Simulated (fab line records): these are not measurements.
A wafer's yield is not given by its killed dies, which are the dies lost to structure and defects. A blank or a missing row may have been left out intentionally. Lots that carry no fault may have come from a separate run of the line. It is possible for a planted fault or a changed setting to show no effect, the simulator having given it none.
The tool behind it: which one? -- flow n5Finfet -- 12 lots, 36 wafers sampled, at 2 steps of a route of 1938

== WHAT EACH GAUGE READ, for each wafer ==
N5_BEOL_M3_INSPECT_30: inspects for defects (brightfield).
lot,measured,on,rawDefectCount
L075,day 7 08:29,defectInspect-02,411 503 390
L077,day 7 21:15,defectInspect-01,511 410 391
L078,day 8 09:56,defectInspect-02,376 365 452
L081,day 9 00:53,defectInspect-02,375 411 437
L083,day 9 19:25,defectInspect-01,576 422 585
L085,day 10 05:56,defectInspect-01,542 456 402
L087,day 10 11:59,defectInspect-01,446 329 274
L090,day 11 05:06,defectInspect-02,337 302 337
L091,day 11 09:47,defectInspect-02,427 361 412
L094,day 12 06:22,defectInspect-02,454 423 583
L095,day 12 17:38,defectInspect-01,438 468 484
L097,day 13 00:03,defectInspect-02,390 390 408

== WHICH TOOL RAN EACH LOT (tool, then ch and the chambers of the sampled wafers, then the start) ==
lot,N5_BEOL_M3_ETCH_64
L075,"rieDiel-01 ch 0,3, day 7 07:44"
L077,"rieDiel-01 ch 0,2,3, day 7 20:22"
L078,"rieDiel-03 ch 0,2,3, day 8 09:04"
L081,"rieDiel-04 ch 0,3, day 8 23:46"
L083,"rieDiel-01 ch 0,2,3, day 9 18:34"
L085,"rieDiel-03 ch 1,2, day 10 05:05"
L087,"rieDiel-03 ch 0,2, day 10 10:54"
L090,"rieDiel-04 ch 0,3, day 11 04:20"
L091,"rieDiel-04 ch 1,3, day 11 09:02"
L094,"rieDiel-04 ch 1,2,3, day 12 05:36"
L095,"rieDiel-01 ch 1,2,3, day 12 16:52"
L097,"rieDiel-03 ch 0,2,3, day 12 23:17"
- N5_BEOL_M3_ETCH_64: etches SOC in N2/H2, target depth 75 nm, overetch 15 nm, time 112.5 s.

== THE ANSWER, worked out from the rows above alone ==
Rule: the usual values come from the lots themselves. The widest of any qualifying gaps counts: lots, ordered by their means at a reading, are off when they make up no more than a third of the lots, leave a main group of 4 or more, and stand apart from it by 3 or more times the standard deviation of that group's means. A main group whose means are all the same, to the digits that the tables above print for the reading, isn't used. A lot without any number at a reading at which 4 lots or more have one is off too. All remaining lots with rows at the step are treated as sound.
Across all readings shown, no lot is off: no conclusion can be drawn from this.

== WHAT WAS PUT IN BY THE SIMULATOR ==
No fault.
